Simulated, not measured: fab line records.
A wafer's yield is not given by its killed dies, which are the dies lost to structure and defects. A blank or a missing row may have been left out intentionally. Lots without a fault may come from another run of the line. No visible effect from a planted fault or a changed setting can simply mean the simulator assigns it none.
fab line records	flow n5_finfet	part 1 of 2: steps 1 to 3 of 6
record lots=22	wafers=66	last_day=17
route steps=1938 shown ILD0@344 HKMG_FIN@407 GATE_CUT@468
lots that met no fault: from a run of the same line without faults
start_h: start of the lot's first displayed wafer, in hours after the record's first day	wait_h: time in hours since the lot's previous step	" the same as in the row above	L1.1+2: a row that stands for several wafers	- no value, or no start was given	* or withheld: withheld	< > ~ a bound
route shown NAME@n: names a module that has steps shown in the file, with the first one's number in the route	usual: the fault-free wafers' mean and standard deviation	same: alike in all rows	chamber/n: place in a boat	sites: the reading at each site	_std_site: how widely they spread, as a standard deviation	_edge_site: inner sites' mean taken away from outer sites' mean	radius_mm: for every site, how far away it sits from the centre of the wafer	mask NAME#n: copy n	behind: the tool/chamber that last shaped the wafer	hold: cause of the lot's hold/its duration in hours/its outcome	device: transistor that didn't switch, given as n, p or np	end of line: the same wafers' tests at the end of the route	where a step has no rows: the recipe by itself	killed: the dies lost at the first sort to structure and to defects; this is not the yield of the wafer	map: shows each die of a wafer: x if killed, . if not, _ if none is there
set.NAME: the setting as run; set.NAME@STEP: as run at that earlier step	model.NAME: the simulator's own value behind a step, which no gauge read
steps of the route over a sample of lots; a table a step, a row a wafer
services: from which hour (start_h, from the record's first day; less than 0 if before it) a tool's chamber was out of use, for how many hours, and why
## steps
# step N5_ILD0_CMP_12
# recipe stop_on=poly-Si	material=SiNx	t_overpolish_s=6	post_cmp_clean=alkaline_brush	down_force_psi=2.5	platen_rpm=51.8	pad_velocity_m_s=1.0307	target_thk_nm=17.67
# usual head_pressure_psi=2.500/0.0054	motor_current_A=9.3/0.94	overpolish_run_s=6.000/0.0083	time_to_endpoint_s=29.0/1.9
lot.wafer	tool	chamber	start_h	wait_h	head_pressure_psi	motor_current_A	overpolish_run_s	time_to_endpoint_s
L074.1	cmp-04	0	62.27	1.2	2.505	8.3	6.008	30.1
L074.3	"	1	"	"	2.502	10.7	5.998	30.7
L074.5	"	3	"	"	2.497	8.7	5.991	30.2
L075.3	cmp-04	2	70.57	1.1	2.506	8.2	6.009	26.1
L075.5	"	2	"	"	2.500	8.0	6.008	27.5
L075.6	"	3	"	"	2.509	9.2	5.990	28.3
L076.1	cmp-04	3	78.48	1.1	2.502	8.9	6.020	25.3
L076.4	"	0	"	"	2.502	8.1	5.996	26.9
L076.5	"	3	"	"	2.495	9.5	6.000	27.5
L077.4	cmp-03	0	83.57	0.1	2.489	9.5	5.989	27.7
L077.1	"	3	"	"	2.501	10.0	6.007	27.9
L077.6	"	0	"	"	2.498	9.4	6.001	29.0
L079.2	cmp-01	2	96.74	1.2	2.495	10.3	5.988	29.2
L079.3	"	0	"	"	2.500	9.7	5.993	31.4
L079.5	"	2	"	"	2.499	10.6	6.010	27.4
L080.2	cmp-03	1	103.27	1.2	2.495	7.8	6.004	26.6
L080.1	"	2	"	"	2.500	8.3	6.010	30.7
L080.6	"	0	"	"	2.505	8.4	6.001	29.0
L081.4	cmp-04	2	108.04	1.1	2.499	8.1	5.997	29.1
L081.2	"	1	"	"	2.490	10.9	5.986	28.0
L081.5	"	3	"	"	2.501	9.1	6.005	29.6
L082.3	cmp-03	3	119.05	1.1	2.508	9.9	6.003	27.9
L082.4	"	1	"	"	2.508	7.9	6.012	25.9
L082.5	"	3	"	"	2.512	10.4	6.002	32.1
L083.1	cmp-01	3	126.52	1.1	2.497	9.4	6.019	28.0
L083.3	"	2	"	"	2.489	10.4	5.996	26.9
L083.5	"	3	"	"	2.496	9.3	5.992	29.7
L084.3	cmp-01	1	127.53	1.2	2.498	10.2	5.996	28.6
L084.1	"	2	"	"	2.504	10.2	6.007	28.6
L084.5	"	3	"	"	2.505	9.0	6.018	27.5
L085.4	cmp-04	3	137.33	1.1	2.499	9.0	6.013	28.3
L085.2	"	2	"	"	2.498	8.4	6.008	27.0
L085.5	"	0	"	"	2.500	8.0	6.004	28.4
L086.2	cmp-01	0	144.51	1.1	2.490	9.7	5.982	28.9
L086.4	"	1	"	"	2.499	10.9	6.009	27.9
L086.6	"	1	"	"	2.508	9.9	6.011	28.0
L087.3	cmp-01	1	147.44	1.1	2.496	10.0	6.006	30.3
L087.2	"	3	"	"	2.496	9.0	5.992	29.0
L087.4	"	0	"	"	2.496	9.6	5.997	32.3
L088.4	cmp-01	0	151.49	1.2	2.512	9.8	5.999	30.7
L088.3	"	2	"	"	2.506	10.5	5.995	25.9
L088.5	"	0	"	"	2.492	9.8	6.001	29.3
L089.1	cmp-03	3	157.15	1.3	2.499	10.5	5.990	30.6
L089.4	"	0	"	"	2.505	9.3	5.999	30.8
L089.3	"	1	"	"	2.501	7.8	5.999	30.7
L090.1	cmp-01	0	169.57	1.4	2.493	9.4	6.014	33.7
L090.2	"	1	"	"	2.497	11.2	5.988	31.9
L090.3	"	3	"	"	2.513	9.8	6.000	31.2
L091.2	cmp-01	3	177.03	1.2	2.499	9.3	5.992	27.8
L091.1	"	1	"	"	2.506	10.3	6.001	29.3
L091.5	"	3	"	"	2.494	9.7	5.993	30.7
L093.2	cmp-01	2	189.74	1.2	2.497	10.3	6.007	28.9
L093.1	"	3	"	"	2.501	9.1	6.000	29.9
L093.5	"	0	"	"	2.500	9.4	6.000	33.3
L094.2	cmp-04	3	190.89	1.2	2.497	9.0	5.994	30.1
L094.3	"	1	"	"	2.501	10.7	5.995	30.3
L094.5	"	2	"	"	2.502	8.6	5.995	26.9
L095.4	cmp-03	3	194.89	1.1	2.503	10.1	5.995	30.9
L095.2	"	0	"	"	2.503	9.3	6.005	32.7
L095.6	"	0	"	"	2.500	9.5	6.005	31.6
L096.1	cmp-01	2	203.53	1.1	2.510	10.4	6.001	28.8
L096.2	"	1	"	"	2.492	10.3	6.004	30.4
L096.6	"	2	"	"	2.506	9.9	6.006	29.4
L097.4	cmp-04	1	208.73	1.1	2.489	10.6	5.996	33.8
L097.1	"	2	"	"	2.500	8.1	5.994	28.5
L097.2	"	3	"	"	2.510	9.2	6.003	28.8
# step N5_HKMG_FIN_STRIP_93
# recipe chemistry=N2/H2	material=SOC	time_s=20	power_w=500	temp_c=40	pressure_mtorr=50	rf_frequency_hz=6e+07	bias_power_w=8	h2_frac=0.5	n2_flow_sccm=300	h2_flow_sccm=300
# usual drypump_motor_current_A=5.9/0.4	oes_product_au=0.74/0.061	rf_vpp_V=54.3/0.88	showerhead_plenum_p_Torr=3.38/0.079	throttle_valve_pct=19.24/0.27
lot.wafer	tool	chamber	start_h	wait_h	drypump_motor_current_A	oes_product_au	rf_hours_counter_h	rf_vpp_V	showerhead_plenum_p_Torr	throttle_valve_pct
L074.1	rie_diel-03	3	71.38	0.2	6.1	0.73	200	54.8	3.33	18.98
L074.3	"	1	"	"	6.0	0.71	209	54.1	3.33	19.67
L074.5	"	2	"	"	5.8	0.74	-	54.1	3.37	18.97
L075.3	rie_diel-04	3	80.53	0.2	6.1	0.72	221	54.4	3.32	19.50
L075.5	"	1	"	"	5.7	0.81	-	54.6	3.53	19.52
L075.6	"	0	"	"	5.4	0.72	-	55.2	3.34	19.37
L076.1	rie_diel-01	1	86.98	0.2	6.6	0.75	169	54.1	3.35	19.52
L076.4	"	2	"	"	5.9	0.77	-	54.6	3.38	19.15
L076.5	"	3	"	"	6.1	0.90	-	53.0	3.42	19.16
L077.1	rie_diel-03	1	90.85	0.2	6.0	0.70	217	54.2	3.33	19.68
L077.4	"	0	"	"	5.5	0.70	-	53.5	3.48	18.90
L077.6	"	1	"	"	6.0	0.70	-	54.7	3.33	19.69
L079.2	rie_diel-03	3	104.07	0.2	6.2	0.72	209	55.6	3.32	18.98
L079.3	"	1	"	"	6.0	0.70	224	54.7	3.32	19.71
L079.5	"	3	"	"	6.2	0.71	-	55.0	3.32	18.99
L080.1	rie_diel-04	0	110.21	0.2	5.4	0.70	203	54.6	3.33	19.38
L080.2	"	1	"	"	5.7	0.80	115	56.6	3.52	19.54
L080.6	"	0	"	"	5.4	0.70	-	54.1	3.33	19.39
L081.2	rie_diel-03	0	115.35	0.2	5.5	0.70	207	55.9	3.47	18.95
L081.4	"	2	"	"	5.8	0.72	160	54.5	3.36	18.99
L081.5	"	1	"	"	6.0	0.69	-	53.7	3.32	19.70
L082.3	rie_diel-01	2	132.03	0.2	5.9	0.78	129	53.4	3.38	19.13
L082.4	"	0	"	"	6.5	0.92	15	54.5	3.57	19.02
L082.5	"	1	"	"	6.7	0.74	-	54.0	3.34	19.54
L084.1	rie_diel-03	0	134.94	0.2	5.5	0.70	213	55.7	3.47	18.93
L084.3	"	2	"	"	5.8	0.72	165	54.7	3.36	19.01
L084.5	"	1	"	"	6.0	0.69	-	54.1	3.32	19.71
L083.1	rie_diel-01	1	135.10	0.2	6.6	0.74	184	53.4	3.34	19.55
L083.3	"	3	"	"	6.1	0.89	38	55.8	3.41	19.19
L083.5	"	0	"	"	6.5	0.92	-	56.2	3.56	19.01
L085.2	rie_diel-04	1	145.40	0.2	5.7	0.78	126	54.6	3.51	19.53
L085.4	"	3	"	"	6.1	0.70	242	53.3	3.31	19.56
L085.5	"	2	"	"	5.2	0.74	-	54.5	3.34	19.22
L086.2	rie_diel-04	3	152.33	0.2	6.0	0.69	244	54.2	3.31	19.55
L086.4	"	2	"	"	5.2	0.74	179	56.1	3.34	19.23
L086.6	"	0	"	"	5.4	0.70	-	52.7	3.33	19.42
L087.2	rie_diel-04	0	154.61	0.2	5.4	0.70	218	54.0	3.33	19.42
L087.3	"	3	"	"	6.1	0.69	245	52.7	3.31	19.55
L087.4	"	2	"	"	5.1	0.73	180	54.8	3.34	19.21
L088.3	rie_diel-03	2	158.96	0.2	5.8	0.70	174	55.9	3.35	19.02
L088.4	"	1	"	"	6.0	0.69	-	54.2	3.31	19.72
L088.5	"	2	"	"	5.8	0.70	-	53.9	3.35	19.02
L089.1	rie_diel-04	0	164.38	0.2	5.4	0.70	222	52.8	3.32	19.42
L089.3	"	2	"	"	5.1	0.73	184	53.7	3.34	19.25
L089.4	"	1	"	"	5.7	0.78	134	55.1	3.51	19.56
L090.1	rie_diel-03	2	178.21	0.2	5.8	0.71	181	54.9	3.35	19.03
L090.2	"	3	"	"	6.2	0.70	235	52.8	3.31	19.01
L090.3	"	0	"	"	5.5	0.70	225	53.8	3.46	18.95
L091.1	rie_diel-03	0	188.30	0.2	5.5	0.69	229	54.9	3.46	18.95
L091.2	"	3	"	"	6.2	0.70	239	53.2	3.31	19.01
L091.5	"	2	"	"	5.8	0.70	-	54.3	3.35	19.04
L093.1	rie_diel-01	1	197.76	0.2	6.7	0.72	206	54.2	3.33	19.58
L093.2	"	2	"	"	5.9	0.75	153	53.7	3.36	19.19
L093.5	"	1	"	"	6.7	0.72	-	53.5	3.33	19.59
L094.2	rie_diel-03	2	198.38	0.2	5.8	0.69	190	56.0	3.35	19.04
L094.3	"	3	"	"	6.2	0.68	244	53.7	3.30	19.04
L094.5	"	2	"	"	5.8	0.69	-	53.0	3.35	19.04
L095.2	rie_diel-03	3	202.71	0.2	6.2	0.69	246	54.1	3.30	19.03
L095.4	"	3	"	"	6.2	0.67	-	54.5	3.30	19.04
L095.6	"	0	"	"	5.5	0.69	-	54.6	3.45	18.97
L096.1	rie_diel-01	2	211.19	0.2	5.9	0.74	158	53.5	3.36	19.19
L096.2	"	0	"	"	6.4	0.86	43	52.7	3.55	19.06
L096.6	"	0	"	"	6.5	0.85	-	54.2	3.55	19.05
L097.1	rie_diel-01	1	215.82	0.2	6.6	0.72	214	55.0	3.32	19.59
L097.2	"	0	"	"	6.5	0.85	45	54.2	3.55	19.06
L097.4	"	3	"	"	6.1	0.84	68	55.1	3.40	19.22
# step N5_HKMG_FIN_ETCH_31
# recipe chemistry=CF4	target=SiARC	target_depth_a=455	mask_material=CAR-ArF	time_s=75.8	ion_energy_ev=80	pressure_mtorr=40	source_w=545	bias_w=36	Ar_flow_sccm=100	cf4_flow_sccm=100	ends=cleared
# usual drypump_motor_current_A=5.9/0.42	etch_rf_on_time_s=76.2/1.2	oes_product_au=0.64/0.058	rf_vpp_V=184.3/0.96	showerhead_plenum_p_Torr=2.16/0.047	throttle_valve_pct=15.72/0.14
lot.wafer	tool	chamber	start_h	wait_h	drypump_motor_current_A	etch_rf_on_time_s	oes_product_au	rf_hours_counter_h	rf_vpp_V	showerhead_plenum_p_Torr	throttle_valve_pct
L074.1	rie_diel-01	2	74.67	0.0	5.9	75.7	0.68	106	185.3	2.16	15.41
L074.3	"	1	"	"	6.6	75.5	0.65	161	184.0	2.14	15.82
L074.5	"	2	"	"	5.9	76.5	0.67	-	185.5	2.16	15.41
L075.3	rie_diel-01	3	83.21	0.0	6.1	74.4	0.78	20	184.4	2.19	15.57
L075.5	"	2	"	"	5.9	76.2	0.67	-	183.8	2.16	15.45
L075.6	"	1	"	"	6.6	75.4	0.64	-	184.4	2.14	15.85
L076.1	rie_diel-04	2	89.67	0.0	5.2	76.1	0.64	159	183.7	2.14	15.83
L076.4	"	0	"	"	5.4	76.8	0.61	196	184.1	2.12	15.59
L076.5	"	0	"	"	5.4	78.1	0.61	-	183.3	2.12	15.58
L077.1	rie_diel-03	1	93.85	0.0	6.0	76.3	0.60	219	183.6	2.12	15.94
L077.4	"	0	"	"	5.5	76.7	0.60	-	185.6	2.21	15.59
L077.6	"	2	"	"	5.8	78.4	0.62	-	185.0	2.14	15.71
L079.2	rie_diel-01	2	106.63	0.0	5.9	75.7	0.67	120	184.3	2.16	15.44
L079.3	"	3	"	"	6.1	73.6	0.77	29	184.9	2.18	15.59
L079.5	"	1	"	"	6.6	74.4	0.63	-	183.9	2.14	15.85
L080.1	rie_diel-04	3	112.91	0.0	6.1	77.1	0.60	230	184.1	2.12	15.74
L080.2	"	0	"	"	5.4	77.6	0.61	204	182.4	2.12	15.59
L080.6	"	3	"	"	6.1	77.4	0.60	-	185.0	2.12	15.73
L081.2	rie_diel-04	0	131.90	0.0	5.4	78.2	0.60	210	184.4	2.12	15.62
L081.4	"	2	"	"	5.1	76.1	0.63	172	184.1	2.14	15.87
L081.5	"	2	"	"	5.1	76.5	0.63	-	183.8	2.14	15.86
L082.3	rie_diel-04	2	135.17	0.0	5.1	75.0	0.63	173	184.0	2.14	15.86
L082.4	"	1	"	"	5.7	75.4	0.67	122	185.6	2.23	15.82
L082.5	"	1	"	"	5.7	75.1	0.68	-	185.7	2.23	15.82
L084.1	rie_diel-01	0	137.63	0.0	6.5	75.2	0.77	17	185.5	2.28	15.62
L084.3	"	2	"	"	5.9	74.6	0.67	130	183.0	2.16	15.46
L084.5	"	2	"	"	5.9	75.0	0.66	-	183.1	2.15	15.47
L083.1	rie_diel-03	1	138.02	0.0	6.0	76.4	0.59	235	183.5	2.12	15.97
L083.3	"	2	"	"	5.8	79.0	0.61	166	184.3	2.13	15.75
L083.5	"	2	"	"	5.8	79.6	0.60	-	183.9	2.13	15.75
L085.2	rie_diel-03	2	148.00	0.0	5.8	78.2	0.61	170	185.5	2.13	15.75
L085.4	"	1	"	"	6.0	75.6	0.59	239	184.1	2.11	15.98
L085.5	"	2	"	"	5.8	78.2	0.61	-	183.1	2.13	15.76
L086.2	rie_diel-04	2	154.97	0.0	5.1	76.0	0.62	180	183.6	2.13	15.87
L086.4	"	0	"	"	5.4	76.5	0.60	218	184.1	2.12	15.61
L086.6	"	2	"	"	5.2	75.6	0.63	-	184.1	2.13	15.89
L087.2	rie_diel-01	3	157.34	0.0	6.1	74.6	0.74	46	186.2	2.18	15.63
L087.3	"	0	"	"	6.5	76.1	0.76	23	184.6	2.27	15.63
L087.4	"	1	"	"	6.6	75.5	0.62	192	183.3	2.13	15.87
L088.3	rie_diel-03	3	161.85	0.0	6.1	76.4	0.60	229	182.4	2.11	15.74
L088.4	"	2	"	"	5.8	77.9	0.61	-	183.4	2.13	15.77
L088.5	"	3	"	"	6.1	75.5	0.60	-	184.4	2.11	15.75
L089.1	rie_diel-04	1	167.13	0.0	5.7	76.7	0.66	134	185.9	2.23	15.84
L089.3	"	3	"	"	6.0	77.8	0.59	249	183.5	2.11	15.77
L089.4	"	2	"	"	5.1	76.9	0.62	185	183.6	2.13	15.89
L090.1	rie_diel-04	2	181.15	0.0	5.2	75.0	0.62	191	183.4	2.13	15.90
L090.2	"	0	"	"	5.4	76.9	0.59	228	182.8	2.11	15.65
L090.3	"	1	"	"	5.7	75.3	0.66	140	186.3	2.23	15.85
L091.1	rie_diel-03	2	191.53	0.0	5.8	78.9	0.60	186	183.5	2.12	15.78
L091.2	"	0	"	"	5.5	76.4	0.58	230	185.0	2.20	15.63
L091.5	"	3	"	"	6.1	76.9	0.59	-	183.6	2.11	15.76
L093.1	rie_diel-04	2	200.64	0.0	5.1	75.5	0.61	197	182.6	2.13	15.92
L093.2	"	0	"	"	5.4	77.3	0.59	234	183.8	2.11	15.67
L093.5	"	1	"	"	5.7	76.2	0.65	-	184.8	2.23	15.87
L094.2	rie_diel-03	0	201.38	0.0	5.5	75.7	0.59	235	185.9	2.20	15.66
L094.3	"	2	"	"	5.8	77.6	0.60	191	183.8	2.12	15.80
L094.5	"	2	"	"	5.8	78.5	0.59	-	183.9	2.12	15.79
L095.2	rie_diel-01	0	205.56	0.0	6.5	75.8	0.74	40	185.1	2.27	15.67
L095.4	"	1	"	"	6.6	75.2	0.61	209	184.3	2.12	15.92
L095.6	"	1	"	"	6.6	74.7	0.61	-	183.8	2.12	15.91
L096.1	rie_diel-01	1	213.98	0.0	6.6	75.4	0.62	213	182.6	2.12	15.92
L096.2	"	0	"	"	6.4	76.1	0.73	44	185.4	2.27	15.69
L096.6	"	3	"	"	6.1	74.7	0.71	-	184.9	2.17	15.68
L097.1	rie_diel-01	1	218.78	0.0	6.6	74.6	0.61	214	183.7	2.12	15.93
L097.2	"	0	"	"	6.4	75.8	0.73	46	184.6	2.27	15.68
L097.4	"	2	"	"	5.9	76.1	0.63	161	184.4	2.14	15.53
